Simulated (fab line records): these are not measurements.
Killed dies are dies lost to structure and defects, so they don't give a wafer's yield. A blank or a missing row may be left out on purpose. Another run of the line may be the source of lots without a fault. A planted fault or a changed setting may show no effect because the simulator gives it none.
Which of the tools did it?	flow n5-finfet	24 wafers from 8 lots sampled at 5 of the route's 1938 steps

== WHAT EACH GAUGE READ, for each wafer ==
N5_BEOL_M4_RC_MEAS_101. Usual: DIBL_N 35.9 mV/V, standard deviation 1.4; DIBL_P 35.9 mV/V, standard deviation 1.7; IOFF_N 0.160 nA/um, standard deviation 0.026; IOFF_P 0.21 nA/um, standard deviation 0.036; ION_N 672 uA/um, standard deviation 11; ION_P 461 uA/um, standard deviation 8.1; SS_N 71.4 mV/dec, standard deviation 0.54; SS_P 73.2 mV/dec, standard deviation 0.67; VT_N 249.3 mV, standard deviation 2.7; VT_P -250 mV, standard deviation 3.9.
lot	measured	on	DIBL_N (mV/V)	DIBL_P (mV/V)	IOFF_N (nA/um)	IOFF_P (nA/um)	ION_N (uA/um)	ION_P (uA/um)	SS_N (mV/dec)	SS_P (mV/dec)	VT_N (mV)	VT_P (mV)	flag
L460	day 9 16:41	prober-01	36.4 36.4 35.4	34.8 35.9 34.2	0.153 0.160 0.147	0.20 0.23 0.20	671 677 670	464 474 465	71.4 71.3 70.6	73.4 73.2 72.6	250.6 248.7 249.6	-250 -247 -246	
L463	day 10 14:10	prober-02	35.7 34.4 33.6	35.9 34.8 33.0	0.157 0.137 0.122	0.21 0.20 0.17	667 666 648	456 463 452	71.3 70.3 71.2	73.0 73.0 71.8	250.1 248.8 253.3	-247 -248 -251	
L466	day 11 10:28	prober-01	37.2 33.9 36.1	37.7 32.7 35.5	0.182 0.125 0.163	0.26 0.18 0.21	679 672 674	476 458 461	71.4 71.0 71.4	73.8 72.8 73.1	245.9 253.8 249.0	-247 -249 -250	
L469	day 12 01:50	prober-01	36.9 35.4 35.4	35.9 34.5 34.0	0.178 0.158 0.147	0.21 0.20 0.18	678 664 662	461 453 445	72.2 72.0 71.9	73.9 72.6 73.1	247.4 249.4 252.3	-249 -252 -254	
L472	day 13 00:23	prober-01	35.5 37.5 35.4	35.9 38.4 35.7	0.162 0.193 0.156	0.25 0.28 0.24	663 680 667	465 472 462	72.1 72.4 71.2	72.7 74.2 72.8	249.5 248.3 249.9	-243 -244 -248	
L474	day 13 03:45	prober-02	40.2 35.4 37.4	39.1 34.9 37.0	0.228 0.132 0.165	0.27 0.19 0.22	677 672 682	468 462 465	72.5 70.7 71.2	74.4 72.5 73.3	246.0 252.0 247.7	-248 -254 -249	
L473	day 13 21:21	prober-02	36.1 37.1 37.0	34.4 36.0 36.6	0.142 0.142 0.158	0.15 0.17 0.18	664 643 674	450 441 450	70.9 71.9 71.8	72.8 73.1 73.2	249.5 253.3 248.2	-258 -254 -255	
L476	day 14 04:16	prober-02	36.1 35.0 38.2	36.2 35.4 39.4	0.149 0.136 0.190	0.18 0.17 0.24	665 678 675	456 459 462	71.0 70.9 71.5	72.9 73.7 74.2	252.6 253.1 249.5	-253 -255 -248	

== WHICH TOOL RAN EACH LOT (tool, then ch and the chambers of the sampled wafers, then the start) ==
lot	N5_BEOL_M3_DESCUM_16	N5_BEOL_M3_STRIP_19	N5_BEOL_M3_ETCH_69	N5_BEOL_M3_ETCH_70
L460	rie-diel-03 ch 0,2,3, day 8 20:52	rie-diel-02 ch 1,2,3, day 8 21:13	rie-diel-03 ch 1,3, day 8 21:47	rie-diel-04 ch 0,1, day 8 23:11
L463	rie-diel-02 ch 0,1, day 9 14:46	rie-diel-02 ch 2,3, day 9 15:07	rie-diel-02 ch 0,2,3, day 9 15:49	rie-diel-03 ch 0,1,2, day 9 20:14
L466	rie-diel-02 ch 0,1,3, day 10 13:38	rie-diel-02 ch 1,3, day 10 13:59	rie-diel-02 ch 1,3, day 10 14:41	rie-diel-04 ch 0,3, day 10 17:26
L469	rie-diel-02 ch 1,2, day 11 07:56	rie-diel-04 ch 0,1,3, day 11 08:18	rie-diel-04 ch 0,1,3, day 11 08:58	rie-diel-04 ch 0,2, day 11 10:08
L472	rie-diel-02 ch 0,1,3, day 11 22:08	rie-diel-02 ch 0,1,3, day 11 22:30	rie-diel-04 ch 0,1,3, day 11 23:11	rie-diel-03 ch 0,1,2, day 12 11:04
L474	rie-diel-03 ch 0,2,3, day 12 12:07	rie-diel-03 ch 0,1,3, day 12 12:36	rie-diel-04 ch 0,3, day 12 13:17	rie-diel-03 ch 0,1,2, day 12 15:41
L473	rie-diel-02 ch 1,3, day 12 19:53	rie-diel-03 ch 0,3, day 12 20:17	rie-diel-03 ch 0,2, day 12 20:50	rie-diel-02 ch 0,3, day 13 00:25
L476	rie-diel-02 ch 0,2, day 12 21:38	rie-diel-02 ch 0,3, day 12 22:00	rie-diel-04 ch 0,1,2, day 12 22:37	rie-diel-04 ch 1,3, day 13 05:38
- N5_BEOL_M3_DESCUM_16: chemistry O2, time 7 s.
- N5_BEOL_M3_STRIP_19: strips in O2.
- N5_BEOL_M3_ETCH_69: etches SiARC in CF4, target depth 15.6 nm, time 26 s.
- N5_BEOL_M3_ETCH_70: etches SOC in N2/H2, target depth 80 nm, overetch 16 nm, time 120 s.

== AS READ BY THE TOOLS THEMSELVES (means over the sampled wafers that have a number; for cases with no such wafer, the mark the record gives instead) ==
N5_BEOL_M3_DESCUM_16. Usual: drypump-motor-current-A 5.8 A, standard deviation 0.5; oes-product-au 0.79 a.u., standard deviation 0.078; rf-vpp-V 243.7 V, standard deviation 1.2; showerhead-plenum-p-Torr 2.12 Torr, standard deviation 0.066; throttle-valve-pct 20.4 %, standard deviation 0.36.
lot	tool	drypump-motor-current-A (A)	oes-product-au (a.u.)	rf-vpp-V (V)	showerhead-plenum-p-Torr (Torr)	throttle-valve-pct (%)	flag
L460	rie-diel-03	5.5	0.81	244.2	2.15	20.4	
L463	rie-diel-02	5.3	0.79	243.3	2.09	20.2	
L466	rie-diel-02	5.7	0.81	244.1	2.12	20.3	
L469	rie-diel-02	6.2	0.86	242.7	2.10	19.8	
L472	rie-diel-02	5.7	0.79	242.8	2.12	20.3	
L474	rie-diel-03	5.5	0.79	243.8	2.14	20.5	
L473	rie-diel-02	5.8	0.83	243.9	2.13	20.1	
L476	rie-diel-02	6.1	0.80	242.7	2.09	20.1	

N5_BEOL_M3_STRIP_19. Usual: drypump-motor-current-A 5.8 A, standard deviation 0.55; oes-product-au 0.80 a.u., standard deviation 0.084; rf-vpp-V 3.6 V, standard deviation 0.47; showerhead-plenum-p-Torr 2.12 Torr, standard deviation 0.063; throttle-valve-pct 16.5 %, standard deviation 0.36.
lot	tool	drypump-motor-current-A (A)	oes-product-au (a.u.)	rf-vpp-V (V)	showerhead-plenum-p-Torr (Torr)	throttle-valve-pct (%)	flag
L460	rie-diel-02	6.2	0.88	3.2	2.15	16.2	
L463	rie-diel-02	6.6	0.90	3.5	2.15	16.2	
L466	rie-diel-02	5.8	0.85	3.5	2.14	16.3	
L469	rie-diel-04	5.9	0.79	3.1	2.13	16.5	
L472	rie-diel-02	5.7	0.79	4.0	2.12	16.6	
L474	rie-diel-03	5.8	0.76	3.5	2.10	16.7	
L473	rie-diel-03	5.8	0.77	3.3	2.13	16.6	
L476	rie-diel-02	6.1	0.81	3.8	2.16	16.8	

N5_BEOL_M3_ETCH_69. Usual: bias-w 36.02 W, standard deviation 0.12; drypump-motor-current-A 5.8 A, standard deviation 0.45; etch-rf-on-time-s 26.1 s, standard deviation 0.62; oes-product-au 0.67 a.u., standard deviation 0.078; rf-vpp-V 184.5 V, standard deviation 0.98; showerhead-plenum-p-Torr 2.17 Torr, standard deviation 0.057; throttle-valve-pct 15.6 %, standard deviation 0.34.
lot	tool	bias-w (W)	drypump-motor-current-A (A)	etch-rf-on-time-s (s)	oes-product-au (a.u.)	rf-vpp-V (V)	showerhead-plenum-p-Torr (Torr)	throttle-valve-pct (%)	flag
L460	rie-diel-03	36.13	5.9	26.1	0.67	183.9	2.12	15.6	
L463	rie-diel-02	36.06	6.1	22.5	0.80	184.3	2.19	15.5	OFF
L466	rie-diel-02	36.03	6.2	18.7	0.94	185.0	2.23	15.4	OFF
L469	rie-diel-04	35.97	5.9	25.9	0.68	184.2	2.17	15.5	
L472	rie-diel-04	36.10	5.9	25.8	0.68	183.9	2.17	15.5	
L474	rie-diel-04	35.94	5.6	25.9	0.67	184.1	2.14	15.7	
L473	rie-diel-03	36.00	5.6	26.6	0.64	184.6	2.13	15.7	
L476	rie-diel-04	36.08	5.9	26.4	0.60	184.8	2.18	15.8	

N5_BEOL_M3_ETCH_70. Usual: bias-w 150.0 W, standard deviation 0.44; drypump-motor-current-A 5.8 A, standard deviation 0.49; oes-product-au 0.60 a.u., standard deviation 0.057; rf-vpp-V 525.2 V, standard deviation 2.2; showerhead-plenum-p-Torr 2.58 Torr, standard deviation 0.077; throttle-valve-pct 17.76 %, standard deviation 0.25.
lot	tool	bias-w (W)	drypump-motor-current-A (A)	oes-product-au (a.u.)	rf-vpp-V (V)	showerhead-plenum-p-Torr (Torr)	throttle-valve-pct (%)	flag
L460	rie-diel-04	150.4	5.8	0.56	524.1	2.55	17.86	
L463	rie-diel-03	149.8	5.6	0.59	522.0	2.50	17.87	
L466	rie-diel-04	150.3	5.6	0.61	523.7	2.54	17.79	
L469	rie-diel-04	149.7	5.7	0.55	525.5	2.58	18.06	
L472	rie-diel-03	149.9	5.6	0.58	522.4	2.49	17.91	
L474	rie-diel-03	149.9	5.6	0.58	523.1	2.49	17.91	
L473	rie-diel-02	150.0	5.6	0.57	524.1	2.57	18.06	
L476	rie-diel-04	149.9	6.1	0.60	526.0	2.62	17.50	

== THE ANSWER, worked out from the rows above alone ==
Rule: take the mean of a lot's wafers that have a number; if it is more than 3 standard deviations from the usual mean, the lot is off. A lot without any number at a reading at which 4 lots or more have one is off too. Where the step has rows for the other lots, those lots are counted as sound. First the gauges in route order, then the tools' own readings, where a lot's mean is used as printed above. The first step at which some lot is off is used, and at that step the reading that is off furthest; a lot without a number counts as furthest.
Off at N5_BEOL_M3_ETCH_69 (etch-rf-on-time-s): L463, L466.
A tool fits if, at that step or a process step before it, it ran every lot that is off, and no sound lot after the first of them. One candidate fits, namely rie-diel-02 at N5_BEOL_M3_ETCH_69. It ran no sound lot before its first lot that is off in this sample, so the start can't be narrowed down.
The tool's own readings at N5_BEOL_M3_ETCH_69 bear it out: on the lots that are off they differ by more than 5 times the standard deviation of the sound lots' means. etch-rf-on-time-s reads 20.6 s there against 26.1 s on the sound lots; oes-product-au reads 0.87 a.u. there against 0.66 a.u. on the sound lots.

== WHAT THE SIMULATOR HAD PUT IN ==
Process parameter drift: rie-diel-02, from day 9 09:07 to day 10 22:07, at N5_BEOL_M3_ETCH_69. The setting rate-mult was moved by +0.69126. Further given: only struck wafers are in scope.
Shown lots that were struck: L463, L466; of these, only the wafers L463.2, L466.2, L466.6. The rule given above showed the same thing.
